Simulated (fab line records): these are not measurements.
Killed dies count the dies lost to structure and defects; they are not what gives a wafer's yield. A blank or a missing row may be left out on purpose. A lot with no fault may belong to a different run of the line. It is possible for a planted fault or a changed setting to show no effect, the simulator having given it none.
fab line records	flow nand_harc
[record] lots = 6	wafers = 18	last_day = 33
route steps=1302 shown P_M2@320 END@1302
lots untouched by any fault: they come from a run of this same line in which no faults occurred
start_h: hours from the record's opening day to when the first of the lot's shown wafers began	wait_h: how many hours have passed since the lot's step before this one	" as in the row above	L1.1+2: a row that stands for several wafers	- no value, or no start was given	* or withheld: withheld	< > ~ a bound
route shown NAME@n: names a module that has steps shown in the file, with the first one's number in the route	usual: average and standard deviation across the fault-free wafers	same: alike in all rows	chamber/n: place in a boat	sites: each site's reading	_std_site: their standard deviation	_edge_site: mean of outer sites minus mean of inner sites	radius_mm: how far each site lies from the wafer's centre	mask NAME#n: copy n	behind: the tool/chamber that last shaped the wafer	hold: why the lot was held/for how many hours/how that ended	device: which transistor (n, p or np) failed to switch	end of line: tests of these same wafers at the route's end	a step without rows: its recipe alone	killed: count of dies lost to structure and defects at first sort (not the wafer's yield)	map: the dies of a wafer, with x for killed, . for not killed, _ for no die there
set.NAME: the setting as run; set.NAME@STEP: as run at that earlier step	model.NAME: the simulator's own value behind a step, which no gauge read
a table for each step, a row for each wafer; lots at some steps of the route
services: a tool's chamber out of use, with start hour (start_h, from the record's first day; less than 0 if before it), hours out, and reason
[[steps]]
[step NHARC_P_M2_HMDS_02]
[recipe] time_s = 30
[step NHARC_P_M2_COAT_34]
[recipe] temp_c = 200	time_s = 65
[step NHARC_P_M2_COAT_03]
[recipe] spin_rpm = 1500	resist_thk_nm = 90
[step NHARC_P_M2_SOFTBAKE_04]
[recipe] temp_c = 105	time_s = 55
[step NHARC_P_M2_EBR_05]
[step NHARC_P_M2_EXPOSE_06]
[recipe] na = 1.35	target_cd_nm = 170	dose_mj = 80.78	mask_id = P_M2
[step NHARC_P_M2_PEB_07]
[recipe] peb_temp_c = 100	peb_time_s = 65
[step NHARC_P_M2_DEVELOP_08]
[recipe] develop_time_s = 35	dev_temp_c = 23
[step NHARC_P_M2_CD_MEAS_09]
[recipe] target_cd_nm = 170	landing_energy_ev = 500
[usual] cd_nm = 170.1/0.66
[same] landing_energy_ev = 500
lot.wafer	tool	chamber	start_h	wait_h	cd_nm
L115.2	cd_sem-02	0	176.05	-	169.7
L115.3	"	0	"	"	170.5
L115.5	"	0	"	"	170.4
L118.1	cd_sem-03	0	211.41	-	170.3
L118.3	"	0	"	"	170.2
L118.4	"	0	"	"	169.8
L126.1	cd_sem-01	0	299.57	-	170.0
L126.4	"	0	"	"	170.2
L126.5	"	0	"	"	169.1
L127.1	cd_sem-01	0	300.29	-	169.8
L127.4	"	0	"	"	170.3
L127.5	"	0	"	"	169.8
L132.3	cd_sem-01	0	351.05	-	169.4
L132.4	"	0	"	"	169.6
L132.5	"	0	"	"	169.6
L133.2	cd_sem-03	0	364.63	-	169.7
L133.4	"	0	"	"	169.8
L133.6	"	0	"	"	170.0
[step NHARC_P_M2_OVL_MEAS_10]
[recipe] pitch_nm = 340
[usual] overlay_x_nm = 0.1/0.6	overlay_y_nm = -0.1/0.75
lot.wafer	tool	chamber	start_h	wait_h	overlay_x_nm	overlay_y_nm
L115.2	overlay-02	-	176.14	-	0.2	1.1
L115.3	"	-	"	"	0.3	1.0
L115.5	"	-	"	"	0.6	0.8
L118.1	overlay-02	-	211.49	-	0.0	0.1
L118.3	"	-	"	"	0.0	0.2
L118.4	"	-	"	"	0.5	-0.1
L126.1	overlay-01	-	299.66	-	-1.2	0.1
L126.4	"	-	"	"	-1.7	-0.2
L126.5	"	-	"	"	-0.3	0.6
L127.1	overlay-01	-	300.38	-	0.5	-0.3
L127.4	"	-	"	"	0.5	-0.1
L127.5	"	-	"	"	0.3	-0.3
L132.3	overlay-01	-	351.13	-	0.7	-0.2
L132.4	"	-	"	"	1.1	-0.4
L132.5	"	-	"	"	0.6	-0.4
L133.2	overlay-02	-	364.72	-	-0.1	-0.4
L133.4	"	-	"	"	-0.1	0.3
L133.6	"	-	"	"	0.3	0.4
[step NHARC_P_M2_INSPECT_11]
[usual] raw_defect_count = 4.9/2.8
lot.wafer	tool	chamber	start_h	wait_h	raw_defect_count
L115.2	defect_inspect-02	-	176.18	0.0	7
L115.3	"	-	"	"	5
L115.5	"	-	"	"	7
L118.1	defect_inspect-01	-	211.53	0.0	9
L118.3	"	-	"	"	11
L118.4	"	-	"	"	10
L126.1	defect_inspect-01	-	299.70	0.0	3
L126.4	"	-	"	"	0
L126.5	"	-	"	"	2
L127.1	defect_inspect-02	-	300.42	0.0	2
L127.4	"	-	"	"	10
L127.5	"	-	"	"	4
L132.3	defect_inspect-01	-	351.17	0.0	8
L132.4	"	-	"	"	10
L132.5	"	-	"	"	5
L133.2	defect_inspect-01	-	364.75	0.0	5
L133.4	"	-	"	"	9
L133.6	"	-	"	"	7
[step NHARC_P_M2_DESCUM_14]
[recipe] time_s = 3	o2_flow_sccm = 200	ar_flow_sccm = 0	bias_power_w = 0	chemistry = O2
[usual] drypump_motor_current_A = 5.7/0.56	oes_product_au = 1.005/0.012	rf_vpp_V = 57.9/0.93	showerhead_plenum_p_Torr = 1.93/0.073	throttle_valve_pct = 11.311/0.0095
[same] bias_power_w = 0
lot.wafer	tool	chamber	start_h	wait_h	drypump_motor_current_A	oes_product_au	rf_hours_counter_h	rf_vpp_V	showerhead_plenum_p_Torr	throttle_valve_pct
L115.3	rie_diel-07	2	176.24	0.1	5.9	1.011	1.9	58.0	1.92	11.314
L115.2	"	0	"	"	5.0	0.986	1.6	57.1	1.91	11.316
L115.5	"	2	"	"	5.9	1.009	-	58.2	1.92	11.305
L118.1	rie_diel-07	3	211.60	0.1	5.5	1.003	3.9	57.5	1.87	11.305
L118.3	"	0	"	"	5.0	0.991	3.7	58.5	1.91	11.309
L118.4	"	1	"	"	6.7	1.015	4.1	57.7	2.00	11.334
L126.4	rie_diel-13	1	299.76	0.1	5.4	0.993	7.9	56.0	2.03	11.310
L126.1	"	2	"	"	5.6	1.000	7.0	57.8	1.92	11.326
L126.5	"	2	"	"	5.5	1.000	-	57.0	1.92	11.303
L127.1	rie_diel-13	0	300.48	0.1	5.9	1.007	7.8	58.3	1.84	11.307
L127.4	"	1	"	"	5.3	0.998	7.9	57.1	2.03	11.320
L127.5	"	1	"	"	5.3	1.004	-	58.9	2.03	11.315
L132.3	rie_diel-07	2	351.23	0.1	5.9	1.025	2.4	57.6	1.92	11.321
L132.4	"	0	"	"	5.1	1.008	1.9	56.7	1.91	11.333
L132.5	"	2	"	"	5.9	1.020	-	56.8	1.92	11.308
L133.2	rie_diel-09	1	364.82	0.1	5.6	0.997	2.6	58.8	1.78	11.324
L133.4	"	2	"	"	5.5	0.987	2.8	57.2	1.80	11.302
L133.6	"	1	"	"	5.6	0.999	-	57.2	1.78	11.310
[step NHARC_P_M2_ETCH_35]
[recipe] target_depth_a = 400	overetch_a = 120	time_s = 43.94	ion_energy_ev = 200	n2_flow_sccm = 150	h2_flow_sccm = 150	ar_flow_sccm = 0	rf_w = 400	bias_w = 150	chemistry = N2/H2
[usual] drypump_motor_current_A = 5.7/0.54	oes_product_au = 1.005/0.0098	rf_vpp_V = 430.8/2.4	run_length_s = 65.4/0.39	showerhead_plenum_p_Torr = 2.05/0.082	throttle_valve_pct = 14.172/0.0087
lot.wafer	tool	chamber	start_h	wait_h	drypump_motor_current_A	oes_product_au	rf_hours_counter_h	rf_vpp_V	run_length_s	showerhead_plenum_p_Torr	throttle_valve_pct
L115.2	rie_diel-07	3	176.32	0.1	5.5	1.005	1.9	429.6	51.8	1.99	14.175
L115.3	"	2	"	"	5.9	1.002	1.9	431.3	51.7	2.04	14.174
L115.5	"	0	"	"	5.1	0.997	-	429.8	51.2	2.03	14.159
L118.1	rie_diel-07	1	211.68	0.1	6.7	1.018	4.1	432.8	51.7	2.14	14.144
L118.3	"	2	"	"	5.9	1.006	3.2	429.6	51.8	2.04	14.182
L118.4	"	3	"	"	5.5	1.023	3.9	429.4	52.2	1.99	14.176
L126.1	rie_diel-13	2	299.85	0.1	5.5	1.004	7.0	430.0	66.1	2.05	14.164
L126.4	"	3	"	"	4.9	0.996	6.9	433.3	65.9	2.15	14.173
L126.5	"	1	"	"	5.3	0.996	-	433.1	65.5	2.16	14.171
L127.4	rie_diel-13	2	300.57	0.1	5.6	1.000	7.1	432.3	65.5	2.05	14.173
L127.1	"	3	"	"	4.8	0.986	7.0	432.6	65.7	2.15	14.176
L127.5	"	1	"	"	5.3	0.990	-	432.8	65.3	2.16	14.169
L132.4	rie_diel-07	1	351.32	0.1	6.7	1.009	2.0	434.4	65.3	2.14	14.166
L132.3	"	3	"	"	5.5	1.005	2.3	427.9	65.6	1.99	14.188
L132.5	"	0	"	"	5.1	0.993	-	429.8	64.8	2.03	14.165
L133.2	rie_diel-09	3	364.91	0.1	5.5	1.002	3.1	435.4	66.1	2.19	14.166
L133.4	"	0	"	"	6.4	1.012	2.7	427.9	65.0	1.98	14.166
L133.6	"	2	"	"	5.5	0.997	-	425.5	65.1	1.91	14.180
[step NHARC_P_M2_ETCH_15]
[recipe] target_depth_a = 1825	time_s = 91.2	c4f8_flow_sccm = withheld	ar_flow_sccm = 400	rf_w = 600	bias_w = 300	chemistry = C4F8/Ar
[usual] oes_product_au = 0.943/0.024	rf_vpp_V = 441.2/2.4	run_length_s = 112.6/0.37
lot.wafer	tool	chamber	start_h	wait_h	oes_product_au	rf_hours_counter_h	rf_vpp_V	run_length_s
L115.3	rie_diel-07	0	-	-	0.922	1.6	440.8	111.9
L115.2	"	1	"	"	0.934	1.9	443.1	113.0
L115.5	"	0	"	"	0.925	-	440.6	112.1
L118.3	rie_diel-07	0	-	-	0.977	3.7	441.6	111.9
L118.1	"	1	"	"	1.000	4.1	443.9	113.3
L118.4	"	3	"	"	0.972	3.9	439.3	112.5
L126.1	rie_diel-13	2	-	-	0.929	7.0	441.4	112.4
L126.4	"	3	"	"	0.923	6.9	442.5	113.1
L126.5	"	2	"	"	0.934	-	441.7	113.1
L127.1	rie_diel-13	2	-	-	0.930	7.1	442.0	112.8
L127.4	"	0	"	"	0.941	7.9	439.3	111.9
L127.5	"	1	"	"	0.916	-	445.1	112.5
L132.4	rie_diel-07	0	-	-	0.982	1.9	441.6	112.5
L132.3	"	3	"	"	0.949	2.3	440.7	112.8
L132.5	"	1	"	"	0.991	-	444.7	112.8
L133.4	rie_diel-09	2	-	-	0.903	2.8	437.3	112.2
L133.2	"	3	"	"	0.906	3.1	445.4	113.0
L133.6	"	1	"	"	0.915	-	437.4	112.8
[step NHARC_END_SORT_01]
[recipe] temp_c = 25
[usual] defect_limited_yield = 91.1/2.7	killed_at_array = 55/19	killed_at_other = 0.6/0.99	killed_at_periphery = 4.2/2.6	killed_dies = 60/18	killed_open = 3.4/1.7	killed_short = 2.3/1.5
[same] gross_dies = 677
lot.wafer	tool	chamber	start_h	wait_h	defect_limited_yield[%]	killed_at_array	killed_at_other	killed_at_periphery	killed_dies	killed_open	killed_short
L115.2	prober-01	0	596.53	2.8	88.9	68	1	6	75	4	0
L115.3	prober-01	0	597.33	3.1	89.1	72	0	2	74	4	3
L115.5	prober-01	0	598.92	3.7	87.3	79	2	5	86	5	3
L118.1	prober-01	0	645.41	2.5	93.2	36	0	10	46	6	1
L118.3	prober-01	0	647.01	3.1	92.5	43	1	7	51	2	0
L118.4	prober-01	0	647.81	3.4	94.2	28	0	11	39	4	3
L127.1	prober-02	0	718.80	2.5	95.6	28	0	2	30	2	1
L127.4	prober-02	0	721.23	3.4	95.3	27	0	5	32	3	2
L127.5	prober-02	0	722.04	3.7	95.1	31	0	2	33	2	3
L132.3	prober-01	0	779.20	3.1	89.4	66	0	6	72	5	2
L132.4	prober-01	0	779.99	3.4	89.4	60	3	9	72	5	4
L132.5	prober-01	0	780.79	3.7	93.1	40	1	6	47	4	0
L133.2	prober-02	0	797.54	2.8	93.9	39	0	2	41	3	1
L133.4	prober-02	0	799.14	3.4	92.9	43	0	5	48	0	2
L133.6	prober-02	0	800.74	4.0	91.7	48	2	6	56	2	3
// killed by level:class
L115.2 A_CHANNEL_HOLE_D1:chamber_film_flake=28 A_CHANNEL_HOLE_D2:chamber_film_flake=22 A_STAIRCASE:chamber_film_flake=6 A_CONTACT:chamber_film_flake=6 P_M2:chamber_film_flake=3 A_WL_FILL:geometric_particle:open=2 P_ZERO_WELL:chamber_film_flake=2 A_DECK1_JOINT:chamber_film_flake=2
L115.3 A_CHANNEL_HOLE_D2:chamber_film_flake=28 A_CHANNEL_HOLE_D1:chamber_film_flake=22 A_STAIRCASE:chamber_film_flake=8 A_DECK1_JOINT:chamber_film_flake=3 P_M2:chamber_film_flake=2 A_CONTACT:chamber_film_flake=2 A_ONON_D1:geometric_particle:open=1 A_ONON_D2:geometric_particle:open=1
L115.5 A_CHANNEL_HOLE_D2:chamber_film_flake=32 A_CHANNEL_HOLE_D1:chamber_film_flake=25 A_STAIRCASE:chamber_film_flake=7 A_CHANNEL_FILL_D2:geometric_particle:open=2 P_STI:chamber_film_flake=2 P_GATE:chamber_film_flake=2 A_CONTACT:chamber_film_flake=2 HYBRID_BOND:chamber_film_flake=2
L118.1 A_CHANNEL_HOLE_D2:chamber_film_flake=10 A_CONTACT:chamber_film_flake=9 P_GATE:chamber_film_flake=6 A_STAIRCASE:chamber_film_flake=5 A_SLIT:chamber_film_flake=4 P_ZERO_WELL:chamber_film_flake=2 P_CONTACT:geometric_particle:open=1 P_BONDPAD:geometric_particle:open=1
L118.3 A_CHANNEL_HOLE_D2:chamber_film_flake=19 A_STAIRCASE:chamber_film_flake=9 A_CHANNEL_HOLE_D1:chamber_film_flake=6 A_CONTACT:chamber_film_flake=4 A_SLIT:chamber_film_flake=3 P_GATE:chamber_film_flake=2 P_CONTACT:chamber_film_flake=2 P_BONDPAD:chamber_film_flake=2
L118.4 A_CHANNEL_HOLE_D2:chamber_film_flake=12 A_STAIRCASE:chamber_film_flake=7 P_GATE:chamber_film_flake=3 A_CHANNEL_HOLE_D1:chamber_film_flake=3 P_ZERO_WELL:chamber_film_flake=2 P_CONTACT:chamber_film_flake=2 P_STI:geometric_particle:open=1 P_CONTACT:geometric_particle:short=1
L127.1 A_CHANNEL_HOLE_D1:chamber_film_flake=9 A_SLIT:chamber_film_flake=6 A_CONTACT:chamber_film_flake=5 A_WL_FILL:chamber_film_flake=4 P_STI:chamber_film_flake=2 A_WL_FILL:geometric_particle:short=1 A_CONTACT:geometric_particle:open=1 A_M0:geometric_particle:open=1
L127.4 A_CHANNEL_HOLE_D1:chamber_film_flake=8 A_SLIT:chamber_film_flake=6 P_STI:chamber_film_flake=4 A_WL_FILL:chamber_film_flake=3 A_CONTACT:chamber_film_flake=3 A_ONON_D1:geometric_particle:short=1 A_CHANNEL_FILL_D1:geometric_particle:short=1 A_BLC:geometric_particle:open=1
L127.5 A_CHANNEL_HOLE_D1:chamber_film_flake=11 A_SLIT:chamber_film_flake=8 A_CONTACT:chamber_film_flake=4 P_STI:chamber_film_flake=2 A_ZERO_WELL:chamber_film_flake=2 A_SOURCE_PLATE:geometric_particle:short=1 A_CHANNEL_FILL_D1:geometric_particle:short=1 A_CHANNEL_FILL_D2:geometric_particle:open=1
L132.3 A_CHANNEL_HOLE_D2:chamber_film_flake=25 A_CONTACT:chamber_film_flake=12 A_SLIT:chamber_film_flake=10 A_STAIRCASE:chamber_film_flake=7 P_STI:chamber_film_flake=3 A_CHANNEL_FILL_D2:chamber_film_flake=3 A_CHANNEL_FILL_D2:geometric_particle:short=2 A_M0:geometric_particle:open=2
L132.4 A_CHANNEL_HOLE_D2:chamber_film_flake=24 A_CONTACT:chamber_film_flake=10 A_SLIT:chamber_film_flake=9 A_STAIRCASE:chamber_film_flake=7 P_STI:chamber_film_flake=6 STARTING-WAFER:geometric_particle:short=2 P_M2:chamber_film_flake=2 A_SGD_CUT:chamber_film_flake=2
L132.5 A_CHANNEL_HOLE_D2:chamber_film_flake=23 A_CONTACT:chamber_film_flake=6 A_SLIT:chamber_film_flake=5 A_SGD_CUT:chamber_film_flake=3 P_CONTACT:geometric_particle:open=2 P_M2:chamber_film_flake=2 A_BLC:geometric_particle:open=1 P_ZERO_WELL:chamber_film_flake=1
L133.2 A_SLIT:chamber_film_flake=30 A_ONON_D1:geometric_particle:open=2 P_GATE:chamber_film_flake=2 A_DECK1_JOINT:chamber_film_flake=2 A_STAIRCASE:chamber_film_flake=2 A_DECK1_JOINT:geometric_particle:short=1 A_SGD_CUT:geometric_particle:open=1 A_CONTACT:chamber_film_flake=1
L133.4 A_SLIT:chamber_film_flake=35 P_GATE:chamber_film_flake=3 A_STAIRCASE:chamber_film_flake=3 P_STI:chamber_film_flake=2 A_ONON_D2:geometric_particle:short=1 A_CHANNEL_FILL_D2:geometric_particle:short=1 A_CHANNEL_HOLE_D1:chamber_film_flake=1 A_DECK1_JOINT:chamber_film_flake=1
L133.6 A_SLIT:chamber_film_flake=36 P_GATE:chamber_film_flake=5 A_STAIRCASE:chamber_film_flake=3 A_CHANNEL_HOLE_D1:chamber_film_flake=2 A_CONTACT:chamber_film_flake=2 P_GATE:geometric_particle:open=1 A_ONON_D1:geometric_particle:open=1 A_ONON_D1:geometric_particle:short=1
[[services]]
tool	chamber	start_h	hours	kind
rie_diel-13	3	155.95	2.7	repair
rie_diel-13	2	158.24	3.8	repair
rie_diel-13	-	165.41	9.0	pm
rie_diel-07	0	175.23	-	clean
rie_diel-07	1	175.23	-	clean
rie_diel-07	2	175.23	-	clean
rie_diel-07	3	175.23	-	clean
rie_diel-09	-	182.81	0.9	repair
rie_diel-07	0	199.73	-	clean
rie_diel-07	1	199.73	-	clean
rie_diel-07	2	199.73	-	clean
rie_diel-07	3	199.73	-	clean
rie_diel-07	2	207.35	4.1	repair
rie_diel-07	-	223.36	2.2	repair
rie_diel-09	0	227.22	16.6	repair
rie_diel-09	2	227.75	3.5	repair
rie_diel-07	0	248.23	-	clean
rie_diel-07	1	265.40	6.0	repair
rie_diel-07	-	294.23	9.0	pm
rie_diel-09	2	311.39	3.0	repair
rie_diel-09	-	320.13	9.0	pm
rie_diel-07	2	329.07	2.6	repair
rie_diel-13	-	342.41	9.0	pm
rie_diel-09	2	350.55	2.9	repair
[[key]]
[first_sign] step = NHARC_P_M2_ETCH_35	reading = run_length_s	direction = down	sigmas = 35	usual = *	struck = *
effect none on later readings
met_at NHARC_P_M2_ETCH_35
struck_wafers L115.2,L115.3,L115.5,L118.1,L118.3,L118.4
[fault] kind = process_parameter_drift	tool = rie_diel-07	chamber = -	onset_h = 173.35	steps = NHARC_P_M2_ETCH_35	channel = time_s	offset = *	shape = step	end_h = 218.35	acts_in = *	stated = *
